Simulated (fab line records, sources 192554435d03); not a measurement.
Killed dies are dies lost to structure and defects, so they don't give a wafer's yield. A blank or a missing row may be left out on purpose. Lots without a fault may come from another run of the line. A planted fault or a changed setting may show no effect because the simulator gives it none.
Which tool did it? | flow n5_finfet | 12 lots, 36 wafers sampled, at 3 steps of a route of 1938

WHAT THE GAUGES READ, wafer by wafer
N5_PASSIVATION_CD_MEAS_44: target cd 40000 nm. Usual: cd_nm 39999 nm, standard deviation 2.9.
lot  | measured     | on        | cd_nm (nm)        | flag
L971 | day 13 23:58 | cd_sem-02 | 39994 39992 39994 |
L974 | day 14 07:56 | cd_sem-02 | 40005 39998 40000 |
L975 | day 14 08:07 | cd_sem-01 | 40005 39997 39997 |
L976 | day 14 17:50 | cd_sem-02 | 40002 39996 39999 |
L977 | day 15 09:24 | cd_sem-02 | 39997 40001 39997 |
L978 | day 15 14:29 | cd_sem-03 | 39999 39997 39993 |
L980 | day 15 22:15 | cd_sem-03 | 40001 40001 40001 |
L979 | day 16 12:57 | cd_sem-02 | 39993 39995 40001 |
L982 | day 16 16:27 | cd_sem-03 | 40000 40001 40003 |
L989 | day 18 02:54 | cd_sem-02 | 39998 39998 39998 |
L991 | day 18 03:59 | cd_sem-02 | 40001 39997 40001 |
L992 | day 18 15:41 | cd_sem-02 | 39995 40001 39994 |

WHICH TOOL RAN EACH LOT (tool, then ch and the chambers of the sampled wafers, then the start)
lot  | N5_BEOL_M6_SPUTTER_48        | N5_PASSIVATION_AL_ETCH_33
L971 | pvd_sputter-03, day 10 10:18 | rie_metal-03 ch 0,1, day 13 22:20
L974 | pvd_sputter-01, day 10 22:26 | rie_metal-03 ch 1, day 14 06:15
L975 | pvd_sputter-01, day 10 22:31 | rie_metal-02 ch 0,1, day 14 06:33
L976 | pvd_sputter-02, day 11 09:41 | rie_metal-03 ch 0,1, day 14 16:08
L977 | pvd_sputter-01, day 11 19:15 | rie_metal-03 ch 0,1, day 15 07:49
L978 | pvd_sputter-02, day 12 02:52 | rie_metal-02 ch 0,1, day 15 12:49
L980 | pvd_sputter-03, day 12 17:59 | rie_metal-02 ch 0,1, day 15 20:38
L979 | pvd_sputter-01, day 13 01:54 | rie_metal-01 ch 1, day 16 11:01
L982 | pvd_sputter-02, day 13 07:17 | rie_metal-02 ch 1, day 16 14:46
L989 | pvd_sputter-01, day 14 14:48 | rie_metal-02 ch 0,1, day 18 01:28
L991 | pvd_sputter-02, day 14 15:26 | rie_metal-03 ch 0,1, day 18 02:14
L992 | pvd_sputter-03, day 15 12:37 | rie_metal-03 ch 0,1, day 18 14:13
- N5_BEOL_M6_SPUTTER_48: material Cu, target thk 10 nm, time 1.667 s.
- N5_PASSIVATION_AL_ETCH_33: etches Al in Cl2/BCl3, stops on TaN, target depth 2800 nm, time 466.7 s.

WHAT THE TOOLS THEMSELVES READ (means of the sampled wafers that have a number; where no wafer has one, the mark that the record gives instead)
N5_BEOL_M6_SPUTTER_48. Usual: substrate_temp_c -20.01 C, standard deviation 0.11; throttle_valve_pct 30.0 %, standard deviation 0.88.
lot  | tool           | substrate_temp_c (C) | throttle_valve_pct (%) | flag
L971 | pvd_sputter-03 | -20.05               | 29.4                   |
L974 | pvd_sputter-01 | -19.94               | 31.2                   |
L975 | pvd_sputter-01 | -19.92               | 29.5                   |
L976 | pvd_sputter-02 | -19.95               | 29.8                   |
L977 | pvd_sputter-01 | -20.13               | 30.6                   |
L978 | pvd_sputter-02 | -20.02               | 30.3                   |
L980 | pvd_sputter-03 | -20.04               | 29.7                   |
L979 | pvd_sputter-01 | -19.99               | 31.2                   |
L982 | pvd_sputter-02 | -20.00               | 29.9                   |
L989 | pvd_sputter-01 | -20.04               | 30.8                   |
L991 | pvd_sputter-02 | -20.02               | 29.7                   |
L992 | pvd_sputter-03 | -20.13               | 30.2                   |

N5_PASSIVATION_AL_ETCH_33. Usual: drypump_motor_current_A 5.5 A, standard deviation 0.37; oes_product_au 0.69 a.u., standard deviation 0.07; throttle_valve_pct 34.24 %, standard deviation 0.14.
lot  | tool         | drypump_motor_current_A (A) | oes_product_au (a.u.) | throttle_valve_pct (%) | flag
L971 | rie_metal-03 | 5.8                         | 0.68                  | 34.23                  |
L974 | rie_metal-03 | 5.8                         | 0.62                  | 34.30                  |
L975 | rie_metal-02 | 5.2                         | 0.67                  | 34.35                  |
L976 | rie_metal-03 | 5.8                         | 0.68                  | 34.21                  |
L977 | rie_metal-03 | 5.7                         | 0.74                  | 34.13                  |
L978 | rie_metal-02 | 5.5                         | 0.68                  | 34.31                  |
L980 | rie_metal-02 | 5.5                         | 0.68                  | 34.28                  |
L979 | rie_metal-01 | 5.3                         | 0.73                  | 34.10                  |
L982 | rie_metal-02 | 5.8                         | 0.70                  | 34.24                  |
L989 | rie_metal-02 | 5.5                         | 0.67                  | 34.30                  |
L991 | rie_metal-03 | 5.7                         | 0.73                  | 34.13                  |
L992 | rie_metal-03 | 5.8                         | 0.65                  | 34.26                  |

THE ANSWER, worked out from the rows above alone
Rule: a lot is off if the mean of its wafers that have a number lies more than 3 standard deviations from the usual mean. A lot without any number at a reading at which 4 lots or more have one is off too. The other lots that the step has rows for count as sound. The gauges are gone through in route order, then the tools' own readings, and for those a lot's mean is taken as printed above. The first step at which some lot is off is used, and at that step the reading that is off furthest; a lot without a number counts as furthest.
No lot is off at any reading shown: from this, nothing can be told.

WHAT THE SIMULATOR HAD PUT IN
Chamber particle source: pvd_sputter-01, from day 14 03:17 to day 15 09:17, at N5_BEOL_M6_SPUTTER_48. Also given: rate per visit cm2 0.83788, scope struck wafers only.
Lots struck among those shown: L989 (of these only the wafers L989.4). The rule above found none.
